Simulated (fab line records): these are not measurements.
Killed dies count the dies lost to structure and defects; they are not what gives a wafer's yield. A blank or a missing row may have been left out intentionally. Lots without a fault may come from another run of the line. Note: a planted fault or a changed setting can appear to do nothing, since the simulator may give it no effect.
Chamber matching / flow n5-finfet / rie-diel-01 running N5_DUMMY_GATE_ETCH_42: 4 sister chambers
The step etches SiO2 in CHF3/O2, target depth 3.5 nm, time 31 s. 18 wafers are shown with their chamber, then 9 later ones without.

== WAFERS WITH THEIR CHAMBER ==
wafer=L075.2; chamber=2; drypump-motor-current-A (A)=5.7; showerhead-plenum-p-Torr (Torr)=2.38; throttle-valve-pct (%)=19.13
wafer=L075.4; chamber=3; drypump-motor-current-A (A)=6.6; showerhead-plenum-p-Torr (Torr)=2.53; throttle-valve-pct (%)=18.99
wafer=L075.6; chamber=1; drypump-motor-current-A (A)=6.6; showerhead-plenum-p-Torr (Torr)=2.31; throttle-valve-pct (%)=18.49
wafer=L076.1; chamber=1; drypump-motor-current-A (A)=6.6; showerhead-plenum-p-Torr (Torr)=2.31; throttle-valve-pct (%)=18.47
wafer=L076.4; chamber=1; drypump-motor-current-A (A)=6.6; showerhead-plenum-p-Torr (Torr)=2.31; throttle-valve-pct (%)=18.49
wafer=L076.5; chamber=2; drypump-motor-current-A (A)=5.7; showerhead-plenum-p-Torr (Torr)=2.38; throttle-valve-pct (%)=19.13
wafer=L080.1; chamber=3; drypump-motor-current-A (A)=6.6; showerhead-plenum-p-Torr (Torr)=2.52; throttle-valve-pct (%)=19.03
wafer=L080.3; chamber=1; drypump-motor-current-A (A)=6.6; showerhead-plenum-p-Torr (Torr)=2.30; throttle-valve-pct (%)=18.51
wafer=L080.6; chamber=1; drypump-motor-current-A (A)=6.6; showerhead-plenum-p-Torr (Torr)=2.30; throttle-valve-pct (%)=18.49
wafer=L081.1; chamber=3; drypump-motor-current-A (A)=6.6; showerhead-plenum-p-Torr (Torr)=2.52; throttle-valve-pct (%)=19.04
wafer=L081.2; chamber=2; drypump-motor-current-A (A)=5.7; showerhead-plenum-p-Torr (Torr)=2.38; throttle-valve-pct (%)=19.15
wafer=L081.5; chamber=3; drypump-motor-current-A (A)=6.6; showerhead-plenum-p-Torr (Torr)=2.52; throttle-valve-pct (%)=19.02
wafer=L088.2; chamber=2; drypump-motor-current-A (A)=5.7; showerhead-plenum-p-Torr (Torr)=2.37; throttle-valve-pct (%)=19.17
wafer=L088.4; chamber=3; drypump-motor-current-A (A)=6.6; showerhead-plenum-p-Torr (Torr)=2.52; throttle-valve-pct (%)=19.04
wafer=L088.5; chamber=3; drypump-motor-current-A (A)=6.6; showerhead-plenum-p-Torr (Torr)=2.52; throttle-valve-pct (%)=19.03
wafer=L091.1; chamber=0; drypump-motor-current-A (A)=5.5; showerhead-plenum-p-Torr (Torr)=2.45; throttle-valve-pct (%)=18.48
wafer=L091.5; chamber=1; drypump-motor-current-A (A)=6.6; showerhead-plenum-p-Torr (Torr)=2.30; throttle-valve-pct (%)=18.53
wafer=L091.6; chamber=0; drypump-motor-current-A (A)=5.6; showerhead-plenum-p-Torr (Torr)=2.45; throttle-valve-pct (%)=18.48

SIGNATURES (means of the wafers above)
reading=drypump-motor-current-A; chamber 0=5.550; chamber 1=6.600; chamber 2=5.700; chamber 3=6.600; scatter within a chamber=0.0189
reading=showerhead-plenum-p-Torr; chamber 0=2.4500; chamber 1=2.3050; chamber 2=2.3775; chamber 3=2.5217; scatter within a chamber=0.00469
reading=throttle-valve-pct; chamber 0=18.4800; chamber 1=18.4967; chamber 2=19.1450; chamber 3=19.0250; scatter within a chamber=0.0189
Rule: a wafer's distance from a chamber is the root of the sum, over the readings, of the square of ((its reading less the chamber's mean) divided by the reading's scatter). The wafer belongs to the nearest chamber; if the next one is less than 2 further off, it can't be placed. The scatter: take each reading less its chamber's mean, square it, sum over the shown wafers, divide by the number of wafers less the number of chambers, and take the root.

== WAFERS WITHOUT THEIR CHAMBER ==
wafer=L093.1; drypump-motor-current-A (A)=5.6; showerhead-plenum-p-Torr (Torr)=2.45; throttle-valve-pct (%)=18.50
wafer=L093.4; drypump-motor-current-A (A)=5.7; showerhead-plenum-p-Torr (Torr)=2.37; throttle-valve-pct (%)=19.18
wafer=L093.6; drypump-motor-current-A (A)=5.7; showerhead-plenum-p-Torr (Torr)=2.37; throttle-valve-pct (%)=19.19
wafer=L095.3; drypump-motor-current-A (A)=5.7; showerhead-plenum-p-Torr (Torr)=2.37; throttle-valve-pct (%)=19.19
wafer=L095.5; drypump-motor-current-A (A)=6.6; showerhead-plenum-p-Torr (Torr)=2.51; throttle-valve-pct (%)=19.07
wafer=L095.6; drypump-motor-current-A (A)=5.7; showerhead-plenum-p-Torr (Torr)=2.37; throttle-valve-pct (%)=19.18
wafer=L097.1; drypump-motor-current-A (A)=5.5; showerhead-plenum-p-Torr (Torr)=2.45; throttle-valve-pct (%)=18.50
wafer=L097.5; drypump-motor-current-A (A)=6.6; showerhead-plenum-p-Torr (Torr)=2.29; throttle-valve-pct (%)=18.54
wafer=L097.6; drypump-motor-current-A (A)=5.6; showerhead-plenum-p-Torr (Torr)=2.45; throttle-valve-pct (%)=18.50

== THE CHAMBER EACH PASSED THROUGH ==
wafer=L093.1; from the rows above=0; in truth=0
wafer=L093.4; from the rows above=2; in truth=2
wafer=L093.6; from the rows above=2; in truth=2
wafer=L095.3; from the rows above=2; in truth=2
wafer=L095.5; from the rows above=3; in truth=3
wafer=L095.6; from the rows above=2; in truth=2
wafer=L097.1; from the rows above=0; in truth=0
wafer=L097.5; from the rows above=1; in truth=1
wafer=L097.6; from the rows above=0; in truth=0
Correctly placed: 9 of 9. Number that these rows cannot place: 0. Placed wrongly: 0.
